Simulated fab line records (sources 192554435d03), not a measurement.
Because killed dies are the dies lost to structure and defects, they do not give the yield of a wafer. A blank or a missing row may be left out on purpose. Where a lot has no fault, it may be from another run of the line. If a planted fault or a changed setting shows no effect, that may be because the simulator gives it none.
Matching of chambers :: flow n5_finfet :: N5_WELL_APT_DESCUM_13 on rie_diel-06 has 4 sister chambers
The step chemistry O2, time 7.9 s. 7 wafers are shown with their chamber, then 6 later ones without.

## EACH WAFER AND ITS CHAMBER
wafer: L607.6
chamber: 0
showerhead_plenum_p_Torr (Torr): 2.18
throttle_valve_pct (%): 20.43

wafer: L608.2
chamber: 3
showerhead_plenum_p_Torr (Torr): 2.00
throttle_valve_pct (%): 20.68

wafer: L608.5
chamber: 2
showerhead_plenum_p_Torr (Torr): 2.06
throttle_valve_pct (%): 20.32

wafer: L618.4
chamber: 1
showerhead_plenum_p_Torr (Torr): 2.19
throttle_valve_pct (%): 20.50

wafer: L618.5
chamber: 2
showerhead_plenum_p_Torr (Torr): 2.05
throttle_valve_pct (%): 20.34

wafer: L620.1
chamber: 1
showerhead_plenum_p_Torr (Torr): 2.19
throttle_valve_pct (%): 20.53

wafer: L620.3
chamber: 0
showerhead_plenum_p_Torr (Torr): 2.17
throttle_valve_pct (%): 20.48

## WAFERS WITHOUT THEIR CHAMBER
wafer: L620.5
showerhead_plenum_p_Torr (Torr): 2.17
throttle_valve_pct (%): 20.48

wafer: L623.3
showerhead_plenum_p_Torr (Torr): 2.17
throttle_valve_pct (%): 20.49

wafer: L623.4
showerhead_plenum_p_Torr (Torr): 2.05
throttle_valve_pct (%): 20.38

wafer: L623.6
showerhead_plenum_p_Torr (Torr): 2.05
throttle_valve_pct (%): 20.37

wafer: L626.5
showerhead_plenum_p_Torr (Torr): 2.17
throttle_valve_pct (%): 20.51

wafer: L626.6
showerhead_plenum_p_Torr (Torr): 2.05
throttle_valve_pct (%): 20.37

## CHAMBER TAKEN BY EACH
wafer: L620.5
from the rows above: 0
in truth: 0

wafer: L623.3
from the rows above: can't be placed: 0 or 1
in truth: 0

wafer: L623.4
from the rows above: 2
in truth: 2

wafer: L623.6
from the rows above: 2
in truth: 2

wafer: L626.5
from the rows above: can't be placed: 0 or 1
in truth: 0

wafer: L626.6
from the rows above: 2
in truth: 2
Correct placement for 4 of the 6. Can't be placed from these rows: 2 (the true chamber is among the candidates in 2). Wrongly placed: 0.
How it was worked out, from the rows above alone: a wafer's distance from a chamber is the root of the sum, over the readings, of the square of ((its reading less the chamber's mean) divided by the reading's scatter). If the next closest chamber is less than 2 further off than the closest, the wafer can't be placed; otherwise it belongs to the closest. For every chamber, the mean is computed from those of its wafers that are shown. The scatter: take each reading less its chamber's mean, square it, sum over the shown wafers, divide by the number of wafers less the number of chambers, and take the root.
